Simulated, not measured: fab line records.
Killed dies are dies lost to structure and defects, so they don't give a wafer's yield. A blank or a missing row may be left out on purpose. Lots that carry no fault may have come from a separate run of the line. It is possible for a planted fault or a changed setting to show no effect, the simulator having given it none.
Problem report, 8D (eight disciplines) form, completed by code / flow nand harc / the parts of the form that need people (team, actions taken, sign-off) are left out

== 1. WHAT WENT WRONG ==
At NHARC_END_SORT_01, killed dies averages 677 over 2 wafers from 2 lots, while fault-free wafers read 66, standard deviation 23. Measured from the usual mean, that is +27 standard deviations.
Earliest sighting: wafer L570.1 on prober-02 at day 33 04:23. The record has a number at this step for 6 wafers belonging to 2 lots. Rule for "out" (also "out of limits"): further than 4 standard deviations from the usual mean. Any other wafer with a number is counted as sound.

== 2. WHAT IT IS; WHAT IT IS NOT ==
question=which readings at this step | is=killed dies, killed at array | is not=killed at other, killed open, killed short
question=which lots | is=L569, L570 | is not=-
question=which wafers of those lots | is=L569.3, L570.1 | is not=L569.2, L569.6, L570.3, L570.4
question=read on which gauges | is=prober-01, prober-02 | is not=-
question=when | is=from day 33 04:23 | is not=up to then (0 sound wafers); but 4 sound wafers of L569, L570 came after

== 3. THE SUSPECTS, EACH WITH WHAT RULES IT OUT ==
Counting: any tool at a process step up to the reading remains a suspect provided it ran every lot that is out. Sound lots after the first of them don't rule it out here, since some wafers of a struck lot are sound.
- ruled out: the gauge at NHARC_END_SORT_01. The wafers that are out were read on 2 gauges (prober-01, prober-02).
- rie diel-02 at NHARC_A_STAIRCASE_TRIM_198 (chemistry O2, time 211.2 s): kept. It ran every lot that is out, first L569 (day 23 18:48). NHARC_A_STAIRCASE_TRIM_198 gives no start for some lots, so the hours and the order of its lots are those of NHARC_A_STAIRCASE_ETCH_199.
- rie diel-02 at NHARC_A_STAIRCASE_ETCH_199 (etches the open film in C4F8/O2, target depth 100 nm, time 40.5 s): kept. It ran every lot that is out, first L569 (day 23 18:48). Out on those wafers are its own readings of run length s.
- In rie diel-02 at NHARC_A_STAIRCASE_TRIM_198, the wafers that are out were processed in chamber 2 and their sound lot-mates in chambers 0, 1, 3.
- In rie diel-02 at NHARC_A_STAIRCASE_ETCH_199, the wafers that are out were processed in chamber 0 and their sound lot-mates in chambers 1, 3.
Remaining after the count are rie diel-02 at NHARC_A_STAIRCASE_TRIM_198 and rie diel-02 at NHARC_A_STAIRCASE_ETCH_199.

== 4. THE CAUSE (what the simulator had put in) ==
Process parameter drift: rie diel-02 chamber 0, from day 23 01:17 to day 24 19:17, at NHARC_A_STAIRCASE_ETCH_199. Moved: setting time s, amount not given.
Counting leaves 2 suspects; this tool is one of them.

== 5. SEQUENCE OF EFFECTS, ordered by route ==
One row per reading whose mean, taken over the struck wafers that have a number, lies over 3 standard deviations from the usual. Only readings for which the record gives a usual standard deviation are gone through. hours: the time from each lot's start at the first step in this table that gives one to its start at this step, as a median over the lots. sigmas: the change in usual standard deviations.
hours=0; step=NHARC_A_STAIRCASE_ETCH_199; reading=run length s; usual=61.7 s; on struck wafers=47.5; change=-14.2; sigmas=-38
hours=218; step=NHARC_END_SORT_01; reading=killed at array; usual=61; on struck wafers=667; change=+606; sigmas=+25
hours=218; step=NHARC_END_SORT_01; reading=killed dies; usual=66; on struck wafers=677; change=+611; sigmas=+27
Process steps it contains:
- NHARC_A_STAIRCASE_ETCH_199: etches the open film in C4F8/O2, target depth 100 nm, time 40.5 s.

== 6. HOW IT WOULD HAVE BEEN CAUGHT EARLIER ==
243 hours passed between the start of the fault at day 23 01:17 and the first reading out of limits at a measuring or inspecting step in this record, taken at day 33 04:23.
Tool's own readings at NHARC_A_STAIRCASE_ETCH_199, run length s: out on all struck wafers the step has rows for; an alarm limit on them would have tripped on the first.
Each of the lots that are out, 2 in all, had begun NHARC_A_STAIRCASE_ETCH_199 on rie diel-02 no later than day 33 04:23. Had the tool been put on hold then, not one of them would have been saved.
